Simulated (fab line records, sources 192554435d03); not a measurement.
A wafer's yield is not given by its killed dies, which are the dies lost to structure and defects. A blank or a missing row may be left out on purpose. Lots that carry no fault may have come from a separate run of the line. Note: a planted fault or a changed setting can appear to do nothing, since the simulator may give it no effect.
8D (eight disciplines) problem report, filled in by code | flow n5_finfet | the parts of the form that need people (team, actions taken, sign-off) are left out
Where a reading is given only as a bound, like >300, the bound stands for it, and a mean or a difference that rests on one is marked > or <: the true number lies beyond.

== 1. WHAT WENT WRONG ==
raw_defect_count at N5_PASSIVATION_INSPECT_61 reads a mean of >300 on 1 wafer of 1 lot; wafers without a fault read 1.9 with a standard deviation of 1.3. So: +99 or more standard deviations from the usual mean.
The step: inspects for defects (macro).
Seen first at day 15 16:44 on defect_inspect-01, wafer L172.4. At this step, 29 wafers from 10 lots have a number in the record. By rule, "out" or "out of limits" means more than 4 standard deviations away from the usual mean. All remaining wafers that have a number are taken as sound.

== 2. WHAT IT IS; WHAT IT IS NOT ==
question                    | is                | is not
which readings at this step | raw_defect_count  | -
which lots                  | L172              | L160, L161, L163, L164, L166, L167, L168, L169, L175
which wafers of those lots  | L172.4            | L172.1, L172.5
read on which gauges        | defect_inspect-01 | defect_inspect-02
when                        | from day 15 16:44 | up to then (25 sound wafers); but 3 sound wafers of L175 came after

== 3. THE SUSPECTS, EACH WITH WHAT RULES IT OUT ==
Counting: a tool at a process step up to the reading stays a suspect if it ran every lot that is out. Sound lots after the first of them don't rule it out here, since some wafers of a struck lot are sound.
- the gauge at N5_PASSIVATION_INSPECT_61 has been ruled out. All the wafers that are out were read on defect_inspect-01, but those of them that N5_PASSIVATION_PROBE_49 has rows for are out there too, on other tools.
- rie_metal-02 at N5_MIM_BOT_ETCH_ETCH_00 (etches TiN in Cl2/BCl3, target depth 45.5 nm): kept. It processed L172, the lot that is out, at day 15 15:12, and its most recent sound lot before then was L166 at day 14 03:08.
- rie_diel-01 at N5_MIM_BOT_ETCH_STRIP_01 (strips in O2): kept. It processed L172, the lot that is out, at day 15 15:20, and its most recent sound lot before then was L167 at day 14 02:37.
- Within rie_metal-02 at N5_MIM_BOT_ETCH_ETCH_00: the wafers that are out ran in chamber 0; their sound lot-mates ran in chamber 1.
- Within rie_diel-01 at N5_MIM_BOT_ETCH_STRIP_01: the wafers that are out ran in chamber 3; their sound lot-mates ran in chambers 1, 2.
Left after counting: rie_metal-02 at N5_MIM_BOT_ETCH_ETCH_00, rie_diel-01 at N5_MIM_BOT_ETCH_STRIP_01.

== 4. THE CAUSE (what the simulator had put in) ==
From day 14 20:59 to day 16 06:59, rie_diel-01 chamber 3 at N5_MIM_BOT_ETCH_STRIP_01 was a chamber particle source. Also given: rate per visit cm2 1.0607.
After counting, 2 suspects remain, this tool included.

== 5. SEQUENCE OF EFFECTS, ordered by route ==
Each row: a reading where the mean over the struck wafers with a number is more than 3 standard deviations away from the usual. Readings are gone through only where the record gives a usual standard deviation; hours: the median, over the lots, of the time from a lot's start at the first step in this table giving one to that lot's start at this step; sigmas: the change measured in usual standard deviations.
hours | step                      | reading             | usual | on struck wafers | change | sigmas
0     | N5_PASSIVATION_INSPECT_61 | raw_defect_count    | 1.9   | >300             | >+298  | +99 or more
7     | N5_PASSIVATION_PROBE_49   | killed_at_other     | 4     | 77               | +73    | +23
7     | N5_PASSIVATION_PROBE_49   | killed_on_rim       | 13    | 30               | +17    | +4.0
7     | N5_PASSIVATION_PROBE_49   | sort_bin_5_function | 5.1 % | 8.3              | +3.2   | +3.3
It contains these process steps:
- N5_PASSIVATION_PROBE_49

== 6. WHAT WOULD HAVE CAUGHT IT SOONER ==
The first out-of-limits reading at a measuring or inspecting step in this record came at day 15 16:44, 20 hours after the fault's start at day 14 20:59.
Tool readings at N5_MIM_BOT_ETCH_STRIP_01 with a usual standard deviation given in the record: none out on any struck wafer, hence no alarm at a limit of 4 standard deviations on them.
By day 15 16:44, every lot that is out (1) had started N5_MIM_BOT_ETCH_STRIP_01 on rie_diel-01. Tool hold at that time: it would have spared none of them.
